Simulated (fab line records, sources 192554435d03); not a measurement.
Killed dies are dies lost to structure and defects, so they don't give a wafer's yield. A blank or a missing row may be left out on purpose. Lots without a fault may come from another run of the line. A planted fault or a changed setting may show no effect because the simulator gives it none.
Which tool did it? | flow n5_finfet | 14 lots, 42 wafers sampled, at 9 steps of a route of 1938

WHAT THE GAUGES READ, wafer by wafer
N5_FIN_SAQP_CD_MEAS_31: target cd 8 nm.
lot  | measured    | on        | cd_nm (nm)
L452 | day 2 07:50 | cd_sem-01 | 8.04 8.14 8.42
L453 | day 2 14:44 | cd_sem-03 | 7.96 8.51 7.78
L456 | day 3 07:42 | cd_sem-03 | 8.36 7.66 8.08
L457 | day 3 13:11 | cd_sem-01 | 7.94 8.19 7.54
L458 | day 3 21:21 | cd_sem-01 | 8.06 8.27 8.24
L459 | day 4 02:52 | cd_sem-01 | 7.98 7.86 8.02
L460 | day 4 07:45 | cd_sem-03 | 8.04 8.13 7.92
L461 | day 4 14:34 | cd_sem-03 | 8.19 8.43 7.76
L462 | day 4 19:54 | cd_sem-02 | 8.12 8.42 7.81
L463 | day 5 03:55 | cd_sem-03 | 8.20 8.18 8.25
L464 | day 5 08:16 | cd_sem-02 | 8.00 7.97 5.77
L465 | day 5 14:41 | cd_sem-01 | 8.09 8.22 8.38
L469 | day 6 14:28 | cd_sem-03 | 6.25 8.25 7.78
L473 | day 7 14:10 | cd_sem-02 | 8.13 7.99 8.29

N5_FIN_SAQP_CD_MEAS_37: target cd 8 nm.
lot  | measured    | on        | cd_nm (nm)
L452 | day 2 08:18 | cd_sem-02 | 7.95 8.28 8.29
L453 | day 2 15:26 | cd_sem-03 | 8.41 8.17 8.03
L456 | day 3 08:10 | cd_sem-02 | 7.80 7.67 8.42
L457 | day 3 13:43 | cd_sem-03 | 7.98 7.98 8.31
L458 | day 3 21:48 | cd_sem-03 | 7.91 7.95 7.86
L459 | day 4 03:19 | cd_sem-02 | 7.89 7.71 7.76
L460 | day 4 08:12 | cd_sem-01 | 8.01 8.00 7.81
L461 | day 4 15:01 | cd_sem-02 | 8.06 8.33 8.40
L462 | day 4 20:22 | cd_sem-03 | 8.23 7.96 8.03
L463 | day 5 04:27 | cd_sem-02 | 8.25 7.87 8.36
L464 | day 5 08:43 | cd_sem-01 | 8.07 8.06 5.95
L465 | day 5 15:08 | cd_sem-02 | 8.22 7.96 7.95
L469 | day 6 14:55 | cd_sem-02 | 5.79 8.23 7.83
L473 | day 7 14:37 | cd_sem-03 | 7.90 8.11 8.47

N5_STI_FIN_REVEAL_CD_MEAS_22: target cd 6.238 nm, pitch 28 nm.
lot  | measured    | on        | cd_nm (nm)
L452 | day 2 20:35 | cd_sem-01 | 6.19 6.13 5.88
L453 | day 3 02:26 | cd_sem-01 | 5.89 6.44 6.23
L456 | day 3 18:58 | cd_sem-03 | 6.22 6.08 6.34
L457 | day 4 00:19 | cd_sem-03 | 5.68 6.52 6.30
L458 | day 4 08:49 | cd_sem-02 | 6.21 6.17 5.94
L459 | day 4 13:46 | cd_sem-03 | 6.31 6.33 6.22
L460 | day 4 18:59 | cd_sem-02 | 6.33 6.01 6.32
L461 | day 5 01:59 | cd_sem-02 | 6.32 7.11 6.76
L462 | day 5 08:05 | cd_sem-01 | 6.59 6.21 6.29
L463 | day 5 14:58 | cd_sem-02 | 6.37 6.20 6.73
L464 | day 5 19:07 | cd_sem-01 | 6.20 5.96 4.42
L465 | day 6 02:21 | cd_sem-03 | 6.09 6.02 6.15
L469 | day 7 01:13 | cd_sem-03 | 4.41 6.22 6.15
L473 | day 8 00:56 | cd_sem-02 | 6.10 6.28 6.39

N5_BEOL_M4_RC_MEAS_101.
lot  | measured     | on        | DIBL_N (mV/V)  | DIBL_P (mV/V)  | IOFF_N (nA/um) | IOFF_N_85C (nA/um) | IOFF_N_LIN (nA/um) | IOFF_P (nA/um) | IOFF_P_85C (nA/um) | IOFF_P_LIN (nA/um) | ION_N (uA/um) | ION_P (uA/um) | SS_N (mV/dec)  | SS_P (mV/dec)  | VT_N (mV)   | VT_N_LVT (mV) | VT_P (mV)            | VT_P_LVT (mV)
L452 | day 7 21:03  | prober-01 | 35.2 37.2 34.7 | 35.6 38.1 35.4 | 0.15 0.18 0.14 | 3.0 3.4 2.8        | 0.071 0.080 0.068  | 0.23 0.28 0.23 | 4.0 4.7 3.9        | 0.113 0.125 0.109  | 683 671 673   | 472 469 473   | 71.4 71.3 70.8 | 72.4 73.8 72.9 | 249 246 252 | 98 96 100     | -244.8 -244.1 -244.3 | -95.3 -92.9 -96.2
L453 | day 8 13:50  | prober-02 | 36.3 39.2 34.9 | 36.0 38.8 33.5 | 0.15 0.22 0.13 | 3.0 4.1 2.6        | 0.067 0.089 0.061  | 0.21 0.24 0.16 | 3.5 4.0 2.9        | 0.099 0.109 0.084  | 670 679 668   | 464 462 455   | 71.2 71.9 70.1 | 72.9 73.5 72.4 | 251 245 251 | 99 95 101     | -248.5 -249.6 -255.4 | -98.9 -97.7 -101.0
L456 | day 9 03:23  | prober-01 | 36.4 33.1 37.8 | 36.4 32.5 39.1 | 0.16 0.11 0.21 | 3.1 2.4 3.9        | 0.073 0.057 0.092  | 0.19 0.16 0.25 | 3.3 2.9 4.1        | 0.088 0.081 0.110  | 669 671 688   | 456 460 472   | 71.9 71.3 72.2 | 73.9 72.4 74.0 | 251 254 243 | 96 100 91     | -253.5 -256.4 -246.4 | -98.7 -99.9 -95.1
L457 | day 9 08:04  | prober-02 | 33.9 38.6 34.7 | 33.5 38.1 34.7 | 0.11 0.20 0.13 | 2.4 3.8 2.7        | 0.056 0.085 0.065  | 0.17 0.24 0.20 | 3.1 4.2 3.5        | 0.085 0.108 0.095  | 670 680 672   | 470 465 466   | 70.8 70.9 69.8 | 73.3 73.7 72.4 | 255 249 253 | 103 94 99     | -255.4 -248.3 -250.2 | -101.0 -95.8 -97.9
L458 | day 9 10:03  | prober-02 | 35.2 37.0 37.0 | 31.7 34.8 34.8 | 0.13 0.16 0.15 | 2.6 3.2 3.0        | 0.062 0.074 0.069  | 0.17 0.20 0.20 | 3.1 3.6 3.6        | 0.090 0.099 0.100  | 671 685 662   | 459 467 460   | 71.0 71.5 71.9 | 72.1 72.7 72.6 | 253 249 251 | 101 96 98     | -252.1 -252.0 -250.5 | -98.5 -96.1 -96.8
L459 | day 10 00:34 | prober-01 | 37.3 36.9 36.4 | 38.1 36.6 36.7 | 0.17 0.17 0.16 | 3.3 3.4 3.2        | 0.081 0.078 0.076  | 0.25 0.22 0.22 | 4.2 3.8 3.8        | 0.114 0.104 0.105  | 674 680 677   | 468 464 466   | 72.4 72.2 71.0 | 74.2 72.9 72.9 | 250 250 249 | 96 95 95      | -248.3 -248.9 -249.8 | -95.3 -96.5 -95.0
L460 | day 10 03:26 | prober-02 | 38.1 35.9 36.9 | 36.5 34.8 36.1 | 0.17 0.14 0.15 | 3.3 2.9 3.0        | 0.077 0.069 0.069  | 0.23 0.20 0.22 | 3.9 3.5 3.8        | 0.111 0.101 0.106  | 684 675 661   | 472 468 462   | 71.6 70.9 71.7 | 73.5 72.3 73.3 | 248 250 252 | 95 98 98      | -248.6 -249.5 -247.4 | -94.8 -96.4 -94.7
L461 | day 10 07:47 | prober-01 | 35.4 35.8 35.8 | 36.4 37.6 35.5 | 0.16 0.18 0.15 | 3.1 3.5 3.0        | 0.074 0.085 0.069  | 0.21 0.23 0.19 | 3.6 4.0 3.4        | 0.099 0.107 0.093  | 660 679 666   | 460 467 454   | 71.6 70.7 71.8 | 73.4 73.8 73.0 | 248 245 247 | 97 93 98      | -251.2 -249.6 -251.7 | -97.5 -95.9 -99.4
L462 | day 10 10:26 | prober-02 | 36.7 33.5 35.0 | 35.8 32.1 34.4 | 0.16 0.10 0.13 | 3.2 2.2 2.7        | 0.075 0.052 0.064  | 0.22 0.16 0.19 | 3.7 2.9 3.3        | 0.106 0.083 0.093  | 686 656 678   | 469 457 463   | 71.6 70.9 71.0 | 73.4 72.8 73.4 | 250 256 251 | 100 106 102   | -249.1 -253.1 -250.4 | -99.7 -104.3 -102.1
L463 | day 13 11:40 | prober-01 | 37.5 34.9 37.6 | 39.9 35.6 40.2 | 0.20 0.14 0.21 | 3.9 2.8 4.1        | 0.091 0.067 0.097  | 0.26 0.19 0.27 | 4.4 3.3 4.5        | 0.115 0.091 0.119  | 686 670 699   | 472 457 474   | 72.2 72.2 72.7 | 73.4 73.0 73.6 | 245 252 243 | 95 101 94     | -247.8 -250.3 -246.3 | -97.8 -100.7 -96.8
L464 | day 12 21:18 | prober-02 | 37.0 34.6 25.0 | 36.9 34.0 21.0 | 0.17 0.12 0.03 | 3.3 2.5 0.7        | 0.080 0.058 0.017  | 0.24 0.20 0.07 | 4.0 3.5 1.4        | 0.110 0.095 0.043  | 680 655 572   | 466 456 415   | 71.7 71.7 69.2 | 74.0 73.5 69.9 | 248 254 280 | 98 103 128    | -245.9 -249.2 -262.2 | -96.3 -99.1 -113.2
L465 | day 13 09:56 | prober-01 | 33.6 38.5 33.4 | 33.2 38.7 33.4 | 0.13 0.22 0.12 | 2.5 4.0 2.5        | 0.061 0.094 0.059  | 0.18 0.27 0.18 | 3.1 4.4 3.2        | 0.092 0.122 0.092  | 654 687 657   | 452 469 458   | 71.5 72.2 71.7 | 73.0 73.7 73.0 | 251 245 253 | 101 95 101    | -250.5 -247.3 -251.6 | -100.3 -94.2 -99.2
L469 | day 14 18:15 | prober-02 | 24.6 37.8 39.2 | 20.5 36.8 38.9 | 0.03 0.17 0.20 | 0.7 3.2 3.7        | 0.017 0.077 0.086  | 0.07 0.24 0.26 | 1.4 4.0 4.3        | 0.042 0.111 0.116  | 566 678 672   | 412 466 456   | 68.5 72.0 72.5 | 69.4 73.4 73.3 | 279 251 247 | 127 99 99     | -264.1 -246.1 -245.9 | -114.7 -97.6 -96.9
L473 | day 14 00:14 | prober-02 | 36.3 38.9 38.1 | 37.6 40.8 39.7 | 0.16 0.22 0.20 | 3.2 4.1 3.9        | 0.076 0.097 0.094  | 0.22 0.28 0.26 | 3.7 4.5 4.2        | 0.107 0.124 0.117  | 682 684 709   | 468 473 484   | 71.6 72.1 71.6 | 73.7 74.7 74.1 | 251 246 245 | 96 92 92      | -250.8 -246.8 -246.6 | -95.9 -93.2 -93.0

WHICH TOOL RAN EACH LOT (tool, then ch and the chambers of the sampled wafers, then the start)
lot  | N5_FIN_SAQP_ETCH_65             | N5_FIN_SAQP_SPACER2_ALD_28       | N5_FIN_SAQP_MANDREL2_REMOVE_60  | N5_FIN_SAQP_HM_CD_35   | N5_FIN_SAQP_FIN_ETCH_36
L452 | rie_si-06 ch 1,2,3, day 2 06:27 | ald_sin-01 ch 0,1, day 2 07:19   | rie_si-06 ch 2,3, day 2 07:44   | cd_sem-01, day 2 08:07 | rie_si-03 ch 0,3, day 2 08:10
L453 | rie_si-02 ch 0,2,3, day 2 13:20 | ald_sin-03 ch 1,2, day 2 14:13   | rie_si-03 ch 0,1,2, day 2 14:38 | cd_sem-02, day 2 15:16 | rie_si-02 ch 1,2,3, day 2 15:19
L456 | rie_si-06 ch 0,1,3, day 3 06:19 | ald_sin-02 ch 0,2,3, day 3 07:11 | rie_si-06 ch 0,2,3, day 3 07:35 | cd_sem-01, day 3 07:58 | rie_si-03 ch 0,1,2, day 3 08:02
L457 | rie_si-02 ch 0,1,2, day 3 11:47 | ald_sin-02 ch 1,2,3, day 3 12:40 | rie_si-02 ch 0,1,2, day 3 13:04 | cd_sem-01, day 3 13:32 | rie_si-06 ch 1,2,3, day 3 13:35
L458 | rie_si-06 ch 1,2, day 3 19:43   | ald_sin-01 ch 0,2, day 3 20:49   | rie_si-03 ch 2,3, day 3 21:14   | cd_sem-03, day 3 21:37 | rie_si-02 ch 0,1,3, day 3 21:41
L459 | rie_si-06 ch 1,2,3, day 4 01:21 | ald_sin-03 ch 0,2,3, day 4 02:21 | rie_si-06 ch 2,3, day 4 02:46   | cd_sem-01, day 4 03:08 | rie_si-02 ch 0,2,3, day 4 03:12
L460 | rie_si-03 ch 0,1,3, day 4 06:16 | ald_sin-02 ch 0,2,3, day 4 07:07 | rie_si-03 ch 0,1,3, day 4 07:38 | cd_sem-02, day 4 08:01 | rie_si-06 ch 0,3, day 4 08:04
L461 | rie_si-06 ch 0,1,3, day 4 12:58 | ald_sin-01 ch 0,2, day 4 13:57   | rie_si-06 ch 0,2,3, day 4 14:27 | cd_sem-01, day 4 14:49 | rie_si-03 ch 0,3, day 4 14:53
L462 | rie_si-02 ch 0,2,3, day 4 18:31 | ald_sin-03 ch 0,1,2, day 4 19:23 | rie_si-03 ch 0,2,3, day 4 19:47 | cd_sem-02, day 4 20:11 | rie_si-06 ch 0,2,3, day 4 20:15
L463 | rie_si-03 ch 0,1,2, day 5 01:37 | ald_sin-01 ch 0,3, day 5 03:07   | rie_si-02 ch 0,1,3, day 5 03:49 | cd_sem-01, day 5 04:16 | rie_si-06 ch 1,2,3, day 5 04:20
L464 | rie_si-02 ch 0,1, day 5 06:52   | ald_sin-01 ch 0,2,3, day 5 07:44 | rie_si-03 ch 1,2,3, day 5 08:09 | cd_sem-03, day 5 08:31 | rie_si-06 ch 0,2,3, day 5 08:35
L465 | rie_si-06 ch 0,2,3, day 5 12:55 | ald_sin-02 ch 1,2,3, day 5 14:09 | rie_si-02 ch 0,1,2, day 5 14:34 | cd_sem-01, day 5 14:57 | rie_si-06 ch 0,2,3, day 5 15:01
L469 | rie_si-03 ch 1,2,3, day 6 12:51 | ald_sin-01 ch 0,1,3, day 6 13:56 | rie_si-06 ch 1,2,3, day 6 14:22 | cd_sem-02, day 6 14:44 | rie_si-02 ch 1,2, day 6 14:48
L473 | rie_si-02 ch 2,3, day 7 11:50   | ald_sin-02 ch 0,2,3, day 7 13:38 | rie_si-06 ch 0,1,2, day 7 14:02 | cd_sem-01, day 7 14:25 | rie_si-02 ch 0,1, day 7 14:29
- N5_FIN_SAQP_ETCH_65: etches SiO2 in CF4, target depth 4 nm, time 4.4 s.
- N5_FIN_SAQP_SPACER2_ALD_28: deposits SiO2, target thk 8.1 nm, pulse time 1 s, purge time 2 s.
- N5_FIN_SAQP_MANDREL2_REMOVE_60: chemistry HBr/Cl2/O2, target a-Si, stops on SiNx, bt time 10 s.
- N5_FIN_SAQP_HM_CD_35: target cd 8 nm.
- N5_FIN_SAQP_FIN_ETCH_36: etches the open film in HBr/Cl2/O2, target depth 120 nm, time 50.4 s.

WHAT THE TOOLS THEMSELVES READ (means of the sampled wafers that have a number; where no wafer has one, the mark that the record gives instead)
N5_FIN_SAQP_ETCH_65.
lot  | tool      | bias_w (W) | drypump_motor_current_A (A) | oes_product_au (a.u.) | throttle_valve_pct (%)
L452 | rie_si-06 | 401.0      | 5.6                         | 1.002                 | 21.77
L453 | rie_si-02 | 399.3      | 5.2                         | 1.022                 | 21.74
L456 | rie_si-06 | 400.7      | 5.5                         | 0.991                 | 21.85
L457 | rie_si-02 | 399.3      | 5.2                         | 1.025                 | 21.66
L458 | rie_si-06 | 400.5      | 5.7                         | 1.004                 | 21.67
L459 | rie_si-06 | 399.4      | 5.6                         | 1.000                 | 21.78
L460 | rie_si-03 | 399.8      | 5.9                         | 1.004                 | 21.97
L461 | rie_si-06 | 399.3      | 5.6                         | 1.002                 | 21.85
L462 | rie_si-02 | 400.1      | 5.2                         | 1.019                 | 21.74
L463 | rie_si-03 | 400.9      | 5.6                         | 1.008                 | 22.00
L464 | rie_si-02 | 399.5      | 5.5                         | 1.020                 | 21.76
L465 | rie_si-06 | 399.7      | 5.6                         | 1.014                 | 21.71
L469 | rie_si-03 | 400.4      | 5.7                         | 0.996                 | 22.03
L473 | rie_si-02 | 400.7      | 4.9                         | 1.029                 | 21.64

N5_FIN_SAQP_SPACER2_ALD_28.
lot  | tool       | heater_power_w (W) | precursor_pulse_height_rel
L452 | ald_sin-01 | 405                | 0.992
L453 | ald_sin-03 | 476                | 0.973
L456 | ald_sin-02 | 426                | 0.986
L457 | ald_sin-02 | 448                | 0.999
L458 | ald_sin-01 | 424                | 0.997
L459 | ald_sin-03 | 472                | 1.012
L460 | ald_sin-02 | 426                | 0.991
L461 | ald_sin-01 | 413                | 1.002
L462 | ald_sin-03 | 464                | 0.989
L463 | ald_sin-01 | 481                | 1.002
L464 | ald_sin-01 | 468                | 1.008
L465 | ald_sin-02 | 442                | 0.999
L469 | ald_sin-01 | 469                | 1.027
L473 | ald_sin-02 | 422                | 0.998

N5_FIN_SAQP_MANDREL2_REMOVE_60.
lot  | tool      | bias_w (W) | drypump_motor_current_A (A) | oes_product_au (a.u.) | throttle_valve_pct (%)
L452 | rie_si-06 | 22.03      | 5.5                         | 1.003                 | 36.77
L453 | rie_si-03 | 22.05      | 5.5                         | 1.002                 | 37.00
L456 | rie_si-06 | 22.02      | 5.6                         | 0.997                 | 36.94
L457 | rie_si-02 | 21.96      | 5.2                         | 1.014                 | 36.44
L458 | rie_si-03 | 22.05      | 5.7                         | 1.022                 | 37.20
L459 | rie_si-06 | 22.07      | 5.7                         | 1.007                 | 36.83
L460 | rie_si-03 | 22.00      | 5.9                         | 1.013                 | 36.92
L461 | rie_si-06 | 21.96      | 5.6                         | 0.992                 | 36.94
L462 | rie_si-03 | 21.98      | 5.6                         | 1.026                 | 37.09
L463 | rie_si-02 | 21.93      | 5.5                         | 0.998                 | 36.42
L464 | rie_si-03 | 22.04      | 5.7                         | 1.000                 | 37.10
L465 | rie_si-02 | 22.01      | 5.2                         | 1.013                 | 36.45
L469 | rie_si-06 | 21.98      | 5.6                         | 0.992                 | 36.78
L473 | rie_si-06 | 21.99      | 5.7                         | 1.003                 | 36.95

N5_FIN_SAQP_HM_CD_35.
lot  | tool      | cd_nm (nm)
L452 | cd_sem-01 | 7.95
L453 | cd_sem-02 | 7.83
L456 | cd_sem-01 | 8.08
L457 | cd_sem-01 | 8.14
L458 | cd_sem-03 | 7.95
L459 | cd_sem-01 | 8.17
L460 | cd_sem-02 | 8.13
L461 | cd_sem-01 | 8.15
L462 | cd_sem-02 | 7.87
L463 | cd_sem-01 | 8.24
L464 | cd_sem-03 | 7.37
L465 | cd_sem-01 | 8.34
L469 | cd_sem-02 | 7.44
L473 | cd_sem-01 | 8.29

N5_FIN_SAQP_FIN_ETCH_36.
lot  | tool      | bias_w (W) | drypump_motor_current_A (A) | oes_product_au (a.u.) | throttle_valve_pct (%)
L452 | rie_si-03 | 101.85     | 5.9                         | 1.034                 | 36.3
L453 | rie_si-02 | 102.03     | 5.2                         | 1.010                 | 35.6
L456 | rie_si-03 | 102.01     | 5.5                         | 1.008                 | 36.3
L457 | rie_si-06 | 101.90     | 5.6                         | 0.997                 | 36.1
L458 | rie_si-02 | 101.99     | 5.5                         | 0.998                 | 35.7
L459 | rie_si-02 | 101.93     | 5.2                         | 1.019                 | 35.9
L460 | rie_si-06 | 102.01     | 5.5                         | 0.996                 | 36.2
L461 | rie_si-03 | 102.01     | 5.9                         | 1.030                 | 36.4
L462 | rie_si-06 | 101.98     | 5.6                         | 1.014                 | 36.2
L463 | rie_si-06 | 101.95     | 5.6                         | 0.994                 | 36.1
L464 | rie_si-06 | 102.04     | 5.6                         | 0.999                 | 36.2
L465 | rie_si-06 | 101.85     | 5.7                         | 0.994                 | 36.2
L469 | rie_si-02 | 101.85     | 4.9                         | 1.018                 | 35.6
L473 | rie_si-02 | 101.77     | 5.5                         | 1.002                 | 35.9

THE ANSWER, worked out from the rows above alone
Rule: what is usual is taken from the lots themselves. Put in order of their means at a reading, lots are off if they are a third of the lots or fewer, leave a main group of 4 or more, and stand apart from it by a gap of 3 or more times the standard deviation of the main group's means; of several such gaps the widest counts. A main group whose means are all the same, to the digits that the tables above print for the reading, isn't used. A lot without any number at a reading at which 4 lots or more have one is off too. The other lots that the step has rows for count as sound. The gauges are gone through in route order, then the tools' own readings, and for those a lot's mean is taken as printed above. The first step at which some lot is off is used, and at that step the reading that is off furthest; a lot without a number counts as furthest.
Off: L464, L469, at N5_FIN_SAQP_CD_MEAS_31 (cd_nm). The main group: mean 8.10 nm, standard deviation 0.1.
A tool fits if, at a process step before that reading, it ran every lot that is off, and no sound lot after the first of them. The gauges at N5_FIN_SAQP_CD_MEAS_31 aren't tried: what is off there is off at N5_BEOL_M4_RC_MEAS_101 too, on other tools, and a gauge's error can't cause that. One fits: ald_sin-01 at N5_FIN_SAQP_SPACER2_ALD_28. Its last sound lot is L463 (day 5 03:07), its first lot that is off L464 (day 5 07:44): a fault that began between those two fits.

WHAT THE SIMULATOR HAD PUT IN
Process parameter drift: ald_sin-01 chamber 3, from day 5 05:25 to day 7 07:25, at N5_FIN_SAQP_SPACER2_ALD_28. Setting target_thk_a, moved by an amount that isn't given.
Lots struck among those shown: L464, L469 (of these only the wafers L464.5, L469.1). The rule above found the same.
